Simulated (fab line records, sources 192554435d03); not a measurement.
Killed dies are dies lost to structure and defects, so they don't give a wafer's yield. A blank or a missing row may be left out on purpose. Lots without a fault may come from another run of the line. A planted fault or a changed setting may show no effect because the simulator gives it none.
Chamber matching | flow n5_finfet | N5_BEOL_M0_SAQP_ETCH_107 on rie_diel-02: 4 sister chambers
The step etches SiNx in CH3F/O2, target depth 30 nm. 8 wafers are shown with their chamber, then 10 later ones without.

WAFERS WITH THEIR CHAMBER
wafer  | chamber | showerhead_plenum_p_Torr (Torr) | drypump_motor_current_A (A)
L079.2 | 1       | 1.98                            | 6.2
L080.1 | 1       | 1.98                            | 6.2
L082.6 | 0       | 1.87                            | 5.0
L083.1 | 3       | 2.00                            | 6.5
L083.5 | 2       | 2.03                            | 6.8
L083.6 | 0       | 1.87                            | 5.0
L088.2 | 3       | 2.00                            | 6.4
L088.3 | 2       | 2.02                            | 6.7

WAFERS WITHOUT THEIR CHAMBER
wafer  | showerhead_plenum_p_Torr (Torr) | drypump_motor_current_A (A)
L088.5 | 1.98                            | 6.2
L089.1 | 2.02                            | 6.7
L089.2 | 1.98                            | 6.2
L089.4 | 1.99                            | 6.5
L092.2 | 1.99                            | 6.5
L092.4 | 2.02                            | 6.8
L092.6 | 2.11                            | 5.0
L096.2 | 2.11                            | 5.0
L096.3 | 2.02                            | 6.8
L096.4 | 1.97                            | 6.2

WHICH CHAMBER EACH WENT THROUGH
wafer  | from the rows above          | in truth
L088.5 | 1                            | 1
L089.1 | 2                            | 2
L089.2 | 1                            | 1
L089.4 | 3                            | 3
L092.2 | 3                            | 3
L092.4 | 2                            | 2
L092.6 | can't be placed: 2 or 3 or 1 | 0
L096.2 | can't be placed: 2 or 3 or 1 | 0
L096.3 | 2                            | 2
L096.4 | 1                            | 1
Placed correctly: 8 of 10. Can't be placed from these rows: 2 (the true chamber is among the candidates in 0). Placed wrongly: 0.
How it was worked out, from the rows above alone: a wafer's distance from a chamber is the root of the sum, over the readings, of the square of ((its reading less the chamber's mean) divided by the reading's scatter). The wafer belongs to the nearest chamber; if the next one is less than 2 further off, it can't be placed. A chamber's mean is the mean of its shown wafers. The scatter: the root of (the sum of the squares of (reading less its chamber's mean) over the shown wafers, divided by (wafers less chambers)).
